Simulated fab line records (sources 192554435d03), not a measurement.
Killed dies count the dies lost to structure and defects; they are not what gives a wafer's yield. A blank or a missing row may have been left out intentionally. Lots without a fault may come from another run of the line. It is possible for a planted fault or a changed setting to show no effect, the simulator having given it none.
Which tool was responsible? || flow n5Finfet || 24 lots, 72 wafers sampled, at 1 step of a route of 1938

WHAT THE GAUGES READ, wafer by wafer
N5_BEOL_M1_THK_MEAS_01. Usual: M1_ILD_THK gives 79.4 nm (standard deviation 1.2).
{"lot": "L074", "measured": "day 5 23:22", "on": "filmMetro-02", "M1_ILD_THK (nm)": "80.5 82.6 79.3", "flag": ""}
{"lot": "L075", "measured": "day 6 04:53", "on": "filmMetro-01", "M1_ILD_THK (nm)": "79.8 78.7 79.7", "flag": ""}
{"lot": "L076", "measured": "day 6 13:28", "on": "filmMetro-02", "M1_ILD_THK (nm)": "79.3 78.9 78.4", "flag": ""}
{"lot": "L077", "measured": "day 6 20:26", "on": "filmMetro-01", "M1_ILD_THK (nm)": "79.8 81.4 79.5", "flag": ""}
{"lot": "L078", "measured": "day 6 21:35", "on": "filmMetro-01", "M1_ILD_THK (nm)": "78.4 79.2 80.2", "flag": ""}
{"lot": "L079", "measured": "day 7 03:52", "on": "filmMetro-02", "M1_ILD_THK (nm)": "78.3 78.5 78.6", "flag": ""}
{"lot": "L080", "measured": "day 7 14:52", "on": "filmMetro-01", "M1_ILD_THK (nm)": "80.0 80.3 79.5", "flag": ""}
{"lot": "L081", "measured": "day 7 16:22", "on": "filmMetro-02", "M1_ILD_THK (nm)": "79.7 77.3 80.3", "flag": ""}
{"lot": "L082", "measured": "day 8 06:16", "on": "filmMetro-02", "M1_ILD_THK (nm)": "80.2 80.2 80.7", "flag": ""}
{"lot": "L083", "measured": "day 8 06:55", "on": "filmMetro-02", "M1_ILD_THK (nm)": "79.2 78.3 78.6", "flag": ""}
{"lot": "L084", "measured": "day 8 21:58", "on": "filmMetro-02", "M1_ILD_THK (nm)": "76.9 79.4 78.1", "flag": ""}
{"lot": "L085", "measured": "day 9 09:14", "on": "filmMetro-01", "M1_ILD_THK (nm)": "79.5 80.7 81.3", "flag": ""}
{"lot": "L086", "measured": "day 9 13:22", "on": "filmMetro-02", "M1_ILD_THK (nm)": "78.9 78.1 79.2", "flag": ""}
{"lot": "L088", "measured": "day 9 16:10", "on": "filmMetro-01", "M1_ILD_THK (nm)": "78.4 79.9 80.4", "flag": ""}
{"lot": "L087", "measured": "day 9 16:35", "on": "filmMetro-02", "M1_ILD_THK (nm)": "77.8 77.8 79.2", "flag": ""}
{"lot": "L089", "measured": "day 9 20:41", "on": "filmMetro-01", "M1_ILD_THK (nm)": "78.4 79.7 79.8", "flag": ""}
{"lot": "L090", "measured": "day 9 23:25", "on": "filmMetro-01", "M1_ILD_THK (nm)": "77.6 79.3 80.4", "flag": ""}
{"lot": "L091", "measured": "day 10 08:41", "on": "filmMetro-02", "M1_ILD_THK (nm)": "79.5 80.5 80.1", "flag": ""}
{"lot": "L092", "measured": "day 10 13:00", "on": "filmMetro-02", "M1_ILD_THK (nm)": "80.0 80.8 81.8", "flag": ""}
{"lot": "L093", "measured": "day 10 21:23", "on": "filmMetro-02", "M1_ILD_THK (nm)": "80.0 80.5 79.5", "flag": ""}
{"lot": "L094", "measured": "day 11 03:42", "on": "filmMetro-02", "M1_ILD_THK (nm)": "78.9 79.6 79.3", "flag": ""}
{"lot": "L095", "measured": "day 11 05:16", "on": "filmMetro-02", "M1_ILD_THK (nm)": "79.3 80.7 81.2", "flag": ""}
{"lot": "L096", "measured": "day 11 10:05", "on": "filmMetro-02", "M1_ILD_THK (nm)": "77.6 79.5 79.9", "flag": ""}
{"lot": "L097", "measured": "day 11 20:50", "on": "filmMetro-01", "M1_ILD_THK (nm)": "79.6 78.8 79.2", "flag": ""}

WHICH TOOL RAN EACH LOT (tool, then ch and the chambers of the sampled wafers, then the start)
Before these readings, the record contains no process step.

AS READ BY THE TOOLS THEMSELVES (means over the sampled wafers that have a number; for cases with no such wafer, the mark the record gives instead)
The record holds no such reading with a usual standard deviation.

THE ANSWER, worked out from the rows above alone
Rule: a lot counts as off when the mean over its wafers that have a number is more than 3 standard deviations away from the usual mean. Also off: a lot with no number at a reading for which 4 or more lots have one. The other lots that the step has rows for count as sound. After the gauges, taken in route order, come the tools' own readings; for these a lot's mean is taken, as printed above. At the first step where some lot is off, the reading lying furthest off is the one used; lots without a number count as furthest.
None of the lots is off at any reading shown; this tells nothing.

WHAT THE SIMULATOR HAD INSERTED
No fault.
